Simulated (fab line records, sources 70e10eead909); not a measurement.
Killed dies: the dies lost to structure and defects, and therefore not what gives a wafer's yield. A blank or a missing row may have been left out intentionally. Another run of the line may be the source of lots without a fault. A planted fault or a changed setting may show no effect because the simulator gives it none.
Chamber matching	flow nand harc	NHARC_P_CONTACT_CMP_01 on cmp-03: 4 sister chambers
The step polishes SiO2, target thk 200 nm. 7 wafers are shown with their chamber, then 9 later ones without.

== WAFERS PAIRED WITH THEIR CHAMBERS ==
wafer	chamber	motor current A (A)	edge zone pressure frac
L082.6	1	12.1	1.004
L084.4	3	12.1	1.007
L084.6	1	11.8	0.996
L086.1	0	12.7	0.997
L089.1	2	12.3	0.999
L089.2	3	12.0	1.000
L089.6	2	11.6	1.003

== WAFERS WITH NO CHAMBER GIVEN ==
wafer	motor current A (A)	edge zone pressure frac
L091.1	12.1	1.000
L091.3	12.1	0.995
L091.4	12.5	0.995
L092.1	11.6	0.998
L092.4	11.7	1.008
L092.6	12.6	1.007
L093.2	13.1	0.993
L093.4	12.4	0.991
L093.6	11.8	0.997

== WHICH CHAMBER EACH WENT THROUGH ==
wafer	from the rows above	in truth
L091.1	can't be placed: 1 or 2 or 3 or 0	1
L091.3	can't be placed: 1 or 2 or 3 or 0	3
L091.4	can't be placed: 0 or 1 or 2 or 3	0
L092.1	can't be placed: 1 or 2 or 3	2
L092.4	can't be placed: 3 or 2 or 1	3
L092.6	can't be placed: 3 or 0 or 2 or 1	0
L093.2	0	0
L093.4	can't be placed: 0 or 1 or 2 or 3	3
L093.6	can't be placed: 1 or 2 or 3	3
Placed correctly: 1 of 9. Not placeable from these rows: 8 (in 8, the candidates include the true chamber). 0 placed wrongly.
How it was worked out, from the rows above alone: a wafer's distance from a chamber is the root of the sum, over the readings, of the square of ((its reading less the chamber's mean) divided by the reading's scatter). If the next closest chamber is less than 2 further off than the closest, the wafer can't be placed; otherwise it belongs to the closest. A chamber's mean is the mean of its shown wafers. How the scatter is found: for the shown wafers, subtract from each reading the mean of its chamber, square and add these, divide the total by (wafers less chambers), then take the root.
